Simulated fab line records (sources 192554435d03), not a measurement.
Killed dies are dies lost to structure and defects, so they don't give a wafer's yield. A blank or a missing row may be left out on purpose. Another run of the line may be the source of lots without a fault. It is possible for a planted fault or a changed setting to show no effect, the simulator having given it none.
The same fault as seen by 2 desks    flow n5-finfet    each desk holds nothing but its own numbers, with what lay behind them at the end

AT THE METROLOGY DESK
Lot by lot, what the gauges showed, no matter which tool ran the lot: averages of those sampled wafers that carry a number. Any lot whose mean is over 4 standard deviations away from the usual mean is out of limits and marked OUT; that distance is given in the brackets. Readings shown: 7 of its 11, picked as those furthest out on some lot.
Columns: A = IOFF_N at N5_BEOL_M4_RC_MEAS_101, usual 0.14 nA/um; B = IOFF_P at N5_BEOL_M4_RC_MEAS_101, usual 0.20 nA/um; C = ION_N at N5_BEOL_M4_RC_MEAS_101, usual 667 uA/um; D = ION_P at N5_BEOL_M4_RC_MEAS_101, usual 460 uA/um; E = SS_P at N5_BEOL_M4_RC_MEAS_101, usual 73.1 mV/dec; F = VT_N at N5_BEOL_M4_RC_MEAS_101, usual 252 mV; G = VT_P at N5_BEOL_M4_RC_MEAS_101, usual -251 mV
lot   first seen here  A     B     C    D    E     F    G
L455  day 5 18:20      0.20  0.27  686  472  73.8  246  -248
L456  day 5 22:19      0.18  0.23  692  470  73.7  247  -249
L461  day 7 03:05      0.10  0.15  640  444  71.8  257  -256
L466  day 8 08:55      0.17  0.19  670  457  73.3  250  -251
L468  day 8 23:10      0.14  0.20  650  450  73.2  253  -253
L473  day 10 04:20     0.12  0.17  667  464  72.9  252  -254
L474  day 10 16:56     0.17  0.24  682  467  73.5  250  -249
This desk found nothing out of limits on any of the 7 lots.

TOOL OWNER'S DESK, ald-metal-03
The tool's own readings at N5_MOL_CONTACT_COAG_ALD_20 (deposits TiN, target thk 1.5 nm, pulse time 1 s, purge time 3 s): means of the sampled wafers that have a number, for each lot that ran on this tool. Any lot whose mean is over 4 standard deviations away from the usual mean is out of limits and marked OUT; that distance is given in the brackets.
Columns: A = heater-power-w at N5_MOL_CONTACT_COAG_ALD_20, usual 888 W; B = precursor-pulse-height-rel at N5_MOL_CONTACT_COAG_ALD_20, usual 0.995
lot   first seen here  A    B
L455  day 5 19:16      846  1.006
L456  day 5 22:56      835  1.006
L461  day 7 05:16      931  1.015
L473  day 10 05:01     929  0.995
L474  day 10 17:51     874  0.996
This desk found nothing out of limits on any of the 5 lots.

PUT TOGETHER
The metrology desk saw nothing out of limits.
The tool owner's desk saw nothing out of limits.

WHAT THE SIMULATOR PUT IN
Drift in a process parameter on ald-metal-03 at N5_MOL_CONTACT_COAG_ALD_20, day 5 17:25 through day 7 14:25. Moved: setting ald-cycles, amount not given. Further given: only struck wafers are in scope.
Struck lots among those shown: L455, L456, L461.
